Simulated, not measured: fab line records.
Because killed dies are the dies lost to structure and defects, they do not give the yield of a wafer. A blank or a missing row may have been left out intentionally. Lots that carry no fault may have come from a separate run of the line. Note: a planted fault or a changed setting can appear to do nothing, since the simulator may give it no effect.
Which tool did it? | flow nand-harc | Sampling: 24 lots, 72 wafers, 6 of 1159 route steps

== WHAT EACH GAUGE READ, for each wafer ==
NHARC_P_M0_CD_MEAS_09: the cd target is 90 nm. Usual: cd-nm reads 90.0 nm (standard deviation 0.47).
lot  | measured     | on        | cd-nm (nm)     | flag
L074 | day 5 14:45  | cd-sem-02 | 89.7 89.6 90.2 |
L076 | day 6 04:19  | cd-sem-03 | 89.5 90.0 89.7 |
L075 | day 6 04:53  | cd-sem-01 | 88.9 89.1 88.9 |
L077 | day 6 12:51  | cd-sem-01 | 89.4 89.8 90.0 |
L078 | day 6 13:23  | cd-sem-02 | 90.2 89.8 90.5 |
L080 | day 7 06:47  | cd-sem-02 | 89.5 89.8 89.8 |
L079 | day 7 08:56  | cd-sem-03 | 90.5 90.0 90.3 |
L081 | day 7 13:31  | cd-sem-01 | 90.2 90.0 90.1 |
L082 | day 7 16:58  | cd-sem-02 | 89.9 89.6 90.0 |
L083 | day 7 17:07  | cd-sem-01 | 90.6 91.2 90.9 |
L085 | day 8 07:34  | cd-sem-03 | 90.2 89.2 90.4 |
L084 | day 8 09:03  | cd-sem-01 | 89.7 89.8 89.4 |
L086 | day 8 22:13  | cd-sem-03 | 89.7 90.2 90.0 |
L087 | day 9 03:13  | cd-sem-03 | 89.6 89.6 89.3 |
L088 | day 9 16:47  | cd-sem-03 | 90.1 90.5 90.7 |
L089 | day 9 20:43  | cd-sem-02 | 89.7 91.1 90.4 |
L090 | day 9 21:09  | cd-sem-03 | 89.9 90.2 89.6 |
L092 | day 10 00:17 | cd-sem-02 | 90.1 90.1 89.5 |
L091 | day 10 00:41 | cd-sem-03 | 90.2 90.3 90.9 |
L093 | day 10 07:19 | cd-sem-03 | 89.7 90.4 90.2 |
L094 | day 10 18:15 | cd-sem-02 | 90.6 89.5 90.0 |
L095 | day 11 00:50 | cd-sem-03 | 90.1 90.3 90.0 |
L097 | day 11 05:34 | cd-sem-02 | 90.7 91.1 90.8 |
L096 | day 11 06:28 | cd-sem-02 | 90.4 89.9 89.8 |

== WHICH TOOL RAN EACH LOT (tool, then ch and the chambers of the sampled wafers, then the start) ==
lot  | NHARC_P_GATE_ETCHBACK_37                      | NHARC_P_GATE_DESCUM_48             | NHARC_P_GATE_DEGAS_109       | NHARC_P_CONTACT_DEP_30          | NHARC_P_CONTACT_ETCH_35
L074 | rie-diel-07 ch 0,1,3, day 5 01:11 or earlier  | rie-diel-07 ch 0,2,3, day 5 01:11  | pvd-sputter-02, day 5 06:32  | pecvd-01 ch 0,2, day 5 07:49    | rie-diel-10 ch 0,2, day 5 09:40
L076 | rie-diel-01 ch 0,1,2, day 5 13:46 or earlier  | rie-diel-07 ch 0,3, day 5 13:46    | pvd-sputter-03, day 5 19:16  | pecvd-01 ch 0,1,2, day 5 20:17  | rie-diel-06 ch 1,2,3, day 5 22:05
L075 | rie-diel-11 ch 1,3, day 5 13:59 or earlier    | rie-diel-07 ch 0,3, day 5 13:59    | pvd-sputter-02, day 5 19:43  | pecvd-02 ch 0,1, day 5 20:49    | rie-diel-10 ch 1,2,3, day 5 22:40
L077 | rie-diel-01 ch 0,2,3, day 5 20:50 or earlier  | rie-diel-11 ch 0,1,3, day 5 20:50  | pvd-sputter-02, day 6 02:20  | pecvd-02 ch 1,2, day 6 03:46    | rie-diel-13 ch 1,2, day 6 05:23
L078 | rie-diel-11 ch 0,1,2, day 5 21:25 or earlier  | rie-diel-11 ch 0,3, day 5 21:25    | pvd-sputter-03, day 6 02:52  | pecvd-01 ch 0,1, day 6 04:04    | rie-diel-13 ch 0,1,3, day 6 05:54
L080 | rie-diel-07 ch 0,1,2, day 6 18:21 or earlier  | rie-diel-11 ch 0,1,3, day 6 18:21  | pvd-sputter-01, day 6 23:55  | pecvd-02 ch 1,2, day 7 00:56    | rie-diel-10 ch 0,3, day 7 02:46
L079 | rie-diel-07 ch 0,3, day 6 20:46 or earlier    | rie-diel-07 ch 2,3, day 6 20:46    | pvd-sputter-01, day 7 02:24  | pecvd-01 ch 0,1,2, day 7 03:30  | rie-diel-13 ch 1,3, day 7 05:09
L081 | rie-diel-11 ch 0,2,3, day 7 01:11 or earlier  | rie-diel-07 ch 0,1,3, day 7 01:11  | pvd-sputter-01, day 7 06:41  | pecvd-03 ch 0,1,2, day 7 07:44  | rie-diel-13 ch 0,1,3, day 7 09:26
L082 | rie-diel-07 ch 1,3, day 7 04:09 or earlier    | rie-diel-07 ch 0,1,2, day 7 04:09  | pvd-sputter-02, day 7 09:34  | pecvd-01 ch 0,1,2, day 7 10:40  | rie-diel-13 ch 0,1,2, day 7 12:27
L083 | rie-diel-01 ch 0,2,3, day 7 04:19 or earlier  | rie-diel-11 ch 0,2, day 7 04:19    | pvd-sputter-02, day 7 10:15  | pecvd-01 ch 0,1, day 7 11:16    | rie-diel-10 ch 1,2,3, day 7 12:58
L085 | rie-diel-11 ch 1,2,3, day 7 18:11 or earlier  | rie-diel-07 ch 0,1,3, day 7 18:11  | pvd-sputter-02, day 7 23:52  | pecvd-03 ch 0,1,2, day 8 01:03  | rie-diel-13 ch 0,1,2, day 8 02:52
L084 | rie-diel-11 ch 1,2,3, day 7 20:31 or earlier  | rie-diel-07 ch 1,2, day 7 20:31    | pvd-sputter-03, day 8 02:07  | pecvd-02 ch 0,1, day 8 03:13    | rie-diel-10 ch 1,3, day 8 05:07
L086 | rie-diel-07 ch 0,3, day 8 09:44 or earlier    | rie-diel-07 ch 1,3, day 8 09:44    | pvd-sputter-02, day 8 15:09  | pecvd-02 ch 0,1, day 8 16:14    | rie-diel-10 ch 1,3, day 8 18:14
L087 | rie-diel-07 ch 0,1,3, day 8 10:27 or earlier  | rie-diel-07 ch 0,1,2, day 8 10:27  | pvd-sputter-03, day 8 15:48  | pecvd-03 ch 0,1,2, day 8 16:50  | rie-diel-06 ch 0,2,3, day 8 18:32
L088 | rie-diel-11 ch 0,1, day 8 19:02 or earlier    | rie-diel-01 ch 1,2,3, day 8 19:02  | pvd-sputter-02, day 9 00:35  | pecvd-03 ch 0,2, day 9 02:20    | rie-diel-13 ch 0,1,2, day 9 04:12
L089 | rie-diel-01 ch 1,2,3, day 8 22:59 or earlier  | rie-diel-07 ch 0,1,3, day 8 22:59  | pvd-sputter-03, day 9 04:41  | pecvd-01 ch 0,1, day 9 05:43    | rie-diel-10 ch 0,2, day 9 07:32
L090 | rie-diel-07 ch 0,2,3, day 9 04:29 or earlier  | rie-diel-07 ch 0,2,3, day 9 04:29  | pvd-sputter-02, day 9 09:47  | pecvd-01 ch 0,1, day 9 10:52    | rie-diel-13 ch 1,2,3, day 9 12:41
L092 | rie-diel-11 ch 1,2,3, day 9 11:43 or earlier  | rie-diel-07 ch 0,1,2, day 9 11:43  | pvd-sputter-03, day 9 17:02  | pecvd-02 ch 0,1,2, day 9 18:04  | rie-diel-13 ch 0,2,3, day 9 19:53
L091 | rie-diel-07 ch 1,2, day 9 11:53 or earlier    | rie-diel-01 ch 2,3, day 9 11:53    | pvd-sputter-01, day 9 17:37  | pecvd-03 ch 0, day 9 18:38      | rie-diel-10 ch 0,2, day 9 20:41
L093 | rie-diel-07 ch 0,2,3, day 9 19:01 or earlier  | rie-diel-07 ch 0,1,3, day 9 19:01  | pvd-sputter-01, day 10 00:30 | pecvd-01 ch 0,1,2, day 10 01:43 | rie-diel-13 ch 0,1,3, day 10 03:24
L094 | rie-diel-07 ch 0,3, day 10 02:59 or earlier   | rie-diel-11 ch 0,1,3, day 10 02:59 | pvd-sputter-02, day 10 08:10 | pecvd-03 ch 0,1,2, day 10 09:10 | rie-diel-13 ch 0,2, day 10 10:53
L095 | rie-diel-11 ch 0,2, day 10 11:49 or earlier   | rie-diel-11 ch 1,2,3, day 10 11:49 | pvd-sputter-02, day 10 18:11 | pecvd-01 ch 0,2, day 10 19:16   | rie-diel-10 ch 1,2,3, day 10 21:01
L097 | rie-diel-01 ch 0,1,2, day 10 17:05 or earlier | rie-diel-11 ch 1,2,3, day 10 17:05 | pvd-sputter-03, day 10 22:31 | pecvd-03 ch 0,1,2, day 10 23:38 | rie-diel-13 ch 0,2,3, day 11 01:35
L096 | rie-diel-01 ch 0,1,3, day 10 18:14 or earlier | rie-diel-11 ch 0,1, day 10 18:14   | pvd-sputter-01, day 10 23:40 | pecvd-03 ch 0,2, day 11 00:40   | rie-diel-10 ch 1,2,3, day 11 02:32
- NHARC_P_GATE_ETCHBACK_37: etches the open film in CHF3/O2, target depth 34.5 nm, time 17.2 s.
- NHARC_P_GATE_DESCUM_48: chemistry O2, time 3 s.
- NHARC_P_GATE_DEGAS_109: time 60 s.
- NHARC_P_CONTACT_DEP_30: deposits SiNx, target thk 30 nm.
- NHARC_P_CONTACT_ETCH_35: etches the open film in CF4, target depth 39 nm, time 65 s.

== AS READ BY THE TOOLS THEMSELVES (means over the sampled wafers that have a number; for cases with no such wafer, the mark the record gives instead) ==
NHARC_P_GATE_ETCHBACK_37. Usual: drypump-motor-current-A 5.83 A, standard deviation 0.29; oes-product-au 0.95 a.u., standard deviation 0.035; rf-vpp-V 370.3 V, standard deviation 2.3; showerhead-plenum-p-Torr 2.39 Torr, standard deviation 0.098; throttle-valve-pct 20.572 %, standard deviation 0.0096.
lot  | tool        | drypump-motor-current-A (A) | oes-product-au (a.u.) | rf-vpp-V (V) | showerhead-plenum-p-Torr (Torr) | throttle-valve-pct (%) | flag
L074 | rie-diel-07 | 5.75                        | 0.93                  | 369.4        | 2.36                            | 20.575                 |
L076 | rie-diel-01 | 6.00                        | 0.99                  | 370.5        | 2.37                            | 20.577                 |
L075 | rie-diel-11 | 6.18                        | 1.00                  | 371.5        | 2.41                            | 20.569                 |
L077 | rie-diel-01 | 5.97                        | 0.93                  | 371.9        | 2.41                            | 20.564                 |
L078 | rie-diel-11 | 5.79                        | 1.00                  | 370.3        | 2.42                            | 20.577                 |
L080 | rie-diel-07 | 5.85                        | 0.92                  | 369.1        | 2.35                            | 20.575                 |
L079 | rie-diel-07 | 5.73                        | 0.92                  | 370.0        | 2.35                            | 20.573                 |
L081 | rie-diel-11 | 5.57                        | 0.99                  | 369.9        | 2.36                            | 20.578                 |
L082 | rie-diel-07 | 5.78                        | 0.92                  | 370.4        | 2.35                            | 20.571                 |
L083 | rie-diel-01 | 5.96                        | 1.00                  | 370.7        | 2.41                            | 20.578                 |
L085 | rie-diel-11 | 5.87                        | 0.93                  | 369.6        | 2.33                            | 20.567                 |
L084 | rie-diel-11 | 5.89                        | 0.93                  | 369.6        | 2.33                            | 20.575                 |
L086 | rie-diel-07 | 5.66                        | 0.95                  | 370.7        | 2.40                            | 20.577                 |
L087 | rie-diel-07 | 5.75                        | 0.93                  | 369.1        | 2.35                            | 20.565                 |
L088 | rie-diel-11 | 6.09                        | 0.93                  | 372.6        | 2.48                            | 20.566                 |
L089 | rie-diel-01 | 5.81                        | 1.00                  | 368.4        | 2.32                            | 20.576                 |
L090 | rie-diel-07 | 5.75                        | 1.00                  | 370.7        | 2.40                            | 20.576                 |
L092 | rie-diel-11 | 5.90                        | 1.00                  | 371.1        | 2.45                            | 20.571                 |
L091 | rie-diel-07 | 5.84                        | 0.93                  | 370.4        | 2.39                            | 20.578                 |
L093 | rie-diel-07 | 5.76                        | 0.92                  | 370.0        | 2.40                            | 20.585                 |
L094 | rie-diel-07 | 5.66                        | 0.92                  | 370.0        | 2.40                            | 20.575                 |
L095 | rie-diel-11 | 5.47                        | 0.92                  | 374.6        | 2.54                            | 20.577                 |
L097 | rie-diel-01 | 6.02                        | 0.92                  | 369.3        | 2.35                            | 20.579                 |
L096 | rie-diel-01 | 6.04                        | 0.93                  | 369.9        | 2.38                            | 20.573                 |

NHARC_P_GATE_DESCUM_48. Usual: drypump-motor-current-A 5.79 A, standard deviation 0.25; oes-product-au 0.998 a.u., standard deviation 0.0073; rf-vpp-V 57.8 V, standard deviation 0.92; showerhead-plenum-p-Torr 1.90 Torr, standard deviation 0.081; throttle-valve-pct 11.311 %, standard deviation 0.0083.
lot  | tool        | drypump-motor-current-A (A) | oes-product-au (a.u.) | rf-vpp-V (V) | showerhead-plenum-p-Torr (Torr) | throttle-valve-pct (%) | flag
L074 | rie-diel-07 | 5.76                        | 0.989                 | 57.2         | 1.91                            | 11.307                 |
L076 | rie-diel-07 | 5.76                        | 0.997                 | 57.3         | 1.88                            | 11.312                 |
L075 | rie-diel-07 | 5.65                        | 1.000                 | 57.5         | 1.91                            | 11.311                 |
L077 | rie-diel-11 | 5.86                        | 0.997                 | 58.2         | 1.94                            | 11.312                 |
L078 | rie-diel-11 | 5.54                        | 0.999                 | 57.6         | 1.96                            | 11.308                 |
L080 | rie-diel-11 | 5.88                        | 0.993                 | 57.7         | 1.94                            | 11.320                 |
L079 | rie-diel-07 | 5.64                        | 1.000                 | 57.8         | 1.95                            | 11.308                 |
L081 | rie-diel-07 | 5.75                        | 1.008                 | 58.3         | 1.87                            | 11.318                 |
L082 | rie-diel-07 | 5.86                        | 0.996                 | 57.8         | 1.87                            | 11.309                 |
L083 | rie-diel-11 | 5.47                        | 1.002                 | 58.4         | 1.94                            | 11.305                 |
L085 | rie-diel-07 | 5.77                        | 0.995                 | 58.2         | 1.87                            | 11.313                 |
L084 | rie-diel-07 | 5.86                        | 0.996                 | 57.7         | 1.91                            | 11.318                 |
L086 | rie-diel-07 | 5.79                        | 1.003                 | 59.1         | 1.86                            | 11.310                 |
L087 | rie-diel-07 | 5.86                        | 0.997                 | 58.6         | 1.87                            | 11.309                 |
L088 | rie-diel-01 | 5.79                        | 1.000                 | 58.5         | 1.85                            | 11.310                 |
L089 | rie-diel-07 | 5.77                        | 1.005                 | 57.3         | 1.87                            | 11.321                 |
L090 | rie-diel-07 | 5.76                        | 0.998                 | 57.9         | 1.91                            | 11.317                 |
L092 | rie-diel-07 | 5.83                        | 1.000                 | 57.2         | 1.87                            | 11.305                 |
L091 | rie-diel-01 | 5.72                        | 1.002                 | 57.5         | 1.86                            | 11.313                 |
L093 | rie-diel-07 | 5.74                        | 0.996                 | 57.5         | 1.87                            | 11.308                 |
L094 | rie-diel-11 | 5.89                        | 1.001                 | 57.8         | 1.93                            | 11.300                 |
L095 | rie-diel-11 | 5.89                        | 0.996                 | 57.6         | 1.95                            | 11.307                 |
L097 | rie-diel-11 | 5.89                        | 0.999                 | 57.4         | 1.95                            | 11.306                 |
L096 | rie-diel-11 | 6.09                        | 0.999                 | 58.6         | 1.98                            | 11.312                 |

NHARC_P_GATE_DEGAS_109. Usual: heater-power-w reads 495 W (standard deviation 36).
lot  | tool           | heater-power-w (W) | flag
L074 | pvd-sputter-02 | 519                |
L076 | pvd-sputter-03 | 513                |
L075 | pvd-sputter-02 | 489                |
L077 | pvd-sputter-02 | 498                |
L078 | pvd-sputter-03 | 473                |
L080 | pvd-sputter-01 | 442                |
L079 | pvd-sputter-01 | 435                |
L081 | pvd-sputter-01 | 467                |
L082 | pvd-sputter-02 | 512                |
L083 | pvd-sputter-02 | 506                |
L085 | pvd-sputter-02 | 522                |
L084 | pvd-sputter-03 | 530                |
L086 | pvd-sputter-02 | 523                |
L087 | pvd-sputter-03 | 510                |
L088 | pvd-sputter-02 | 506                |
L089 | pvd-sputter-03 | 507                |
L090 | pvd-sputter-02 | 519                |
L092 | pvd-sputter-03 | 504                |
L091 | pvd-sputter-01 | 418                |
L093 | pvd-sputter-01 | 460                |
L094 | pvd-sputter-02 | 476                |
L095 | pvd-sputter-02 | 517                |
L097 | pvd-sputter-03 | 503                |
L096 | pvd-sputter-01 | 462                |

NHARC_P_CONTACT_DEP_30. Usual: heater-power-w reads 676 W (standard deviation 120).
lot  | tool     | heater-power-w (W) | flag
L074 | pecvd-01 | 806                |
L076 | pecvd-01 | 690                |
L075 | pecvd-02 | 576                |
L077 | pecvd-02 | 737                |
L078 | pecvd-01 | 743                |
L080 | pecvd-02 | 685                |
L079 | pecvd-01 | 733                |
L081 | pecvd-03 | 726                |
L082 | pecvd-01 | 760                |
L083 | pecvd-01 | 617                |
L085 | pecvd-03 | 681                |
L084 | pecvd-02 | 543                |
L086 | pecvd-02 | 497                |
L087 | pecvd-03 | 697                |
L088 | pecvd-03 | 614                |
L089 | pecvd-01 | 664                |
L090 | pecvd-01 | 680                |
L092 | pecvd-02 | 610                |
L091 | pecvd-03 | 624                |
L093 | pecvd-01 | 715                |
L094 | pecvd-03 | 659                |
L095 | pecvd-01 | 695                |
L097 | pecvd-03 | 715                |
L096 | pecvd-03 | 634                |

NHARC_P_CONTACT_ETCH_35. Usual: drypump-motor-current-A 5.8 A, standard deviation 0.55; oes-product-au 0.998 a.u., standard deviation 0.0069; rf-vpp-V 151.8 V, standard deviation 1.1; showerhead-plenum-p-Torr 1.81 Torr, standard deviation 0.063; throttle-valve-pct 13.284 %, standard deviation 0.0091.
lot  | tool        | drypump-motor-current-A (A) | oes-product-au (a.u.) | rf-vpp-V (V) | showerhead-plenum-p-Torr (Torr) | throttle-valve-pct (%) | flag
L074 | rie-diel-10 | 6.4                         | 1.000                 | 152.5        | 1.88                            | 13.284                 |
L076 | rie-diel-06 | 5.3                         | 0.994                 | 151.9        | 1.84                            | 13.284                 |
L075 | rie-diel-10 | 5.9                         | 0.995                 | 152.3        | 1.80                            | 13.284                 |
L077 | rie-diel-13 | 5.2                         | 0.998                 | 151.3        | 1.85                            | 13.284                 |
L078 | rie-diel-13 | 5.5                         | 1.004                 | 151.7        | 1.82                            | 13.298                 |
L080 | rie-diel-10 | 5.4                         | 0.998                 | 151.0        | 1.82                            | 13.280                 |
L079 | rie-diel-13 | 5.2                         | 1.001                 | 153.1        | 1.87                            | 13.284                 |
L081 | rie-diel-13 | 5.6                         | 1.004                 | 151.8        | 1.82                            | 13.281                 |
L082 | rie-diel-13 | 5.6                         | 0.995                 | 152.0        | 1.80                            | 13.293                 |
L083 | rie-diel-10 | 5.9                         | 0.993                 | 151.9        | 1.80                            | 13.283                 |
L085 | rie-diel-13 | 5.6                         | 1.000                 | 151.7        | 1.80                            | 13.273                 |
L084 | rie-diel-10 | 5.9                         | 1.002                 | 151.4        | 1.75                            | 13.281                 |
L086 | rie-diel-10 | 5.4                         | 0.995                 | 152.3        | 1.76                            | 13.286                 |
L087 | rie-diel-06 | 5.6                         | 0.991                 | 151.7        | 1.79                            | 13.273                 |
L088 | rie-diel-13 | 5.6                         | 1.002                 | 151.6        | 1.80                            | 13.288                 |
L089 | rie-diel-10 | 6.4                         | 1.001                 | 152.4        | 1.86                            | 13.279                 |
L090 | rie-diel-13 | 5.4                         | 1.000                 | 152.3        | 1.85                            | 13.296                 |
L092 | rie-diel-13 | 5.7                         | 1.002                 | 151.7        | 1.81                            | 13.287                 |
L091 | rie-diel-10 | 6.4                         | 0.994                 | 153.3        | 1.87                            | 13.288                 |
L093 | rie-diel-13 | 5.6                         | 1.003                 | 152.8        | 1.82                            | 13.284                 |
L094 | rie-diel-13 | 5.7                         | 0.990                 | 151.1        | 1.79                            | 13.280                 |
L095 | rie-diel-10 | 5.9                         | 1.001                 | 151.3        | 1.79                            | 13.285                 |
L097 | rie-diel-13 | 5.7                         | 0.995                 | 151.5        | 1.81                            | 13.284                 |
L096 | rie-diel-10 | 5.9                         | 0.992                 | 151.5        | 1.79                            | 13.286                 |

== THE ANSWER, worked out from the rows above alone ==
Rule: a lot is off if the mean of its wafers that have a number lies more than 3 standard deviations from the usual mean. A lot without any number at a reading at which 4 lots or more have one is off too. All remaining lots with rows at the step are treated as sound. Order of review: gauges by route order, followed by the tools' own readings, for which a lot's mean as printed above is used. The first step at which some lot is off is used, and at that step the reading that is off furthest; a lot without a number counts as furthest.
Across all readings shown, no lot is off: no conclusion can be drawn from this.

== WHAT HAD BEEN PUT IN BY THE SIMULATOR ==
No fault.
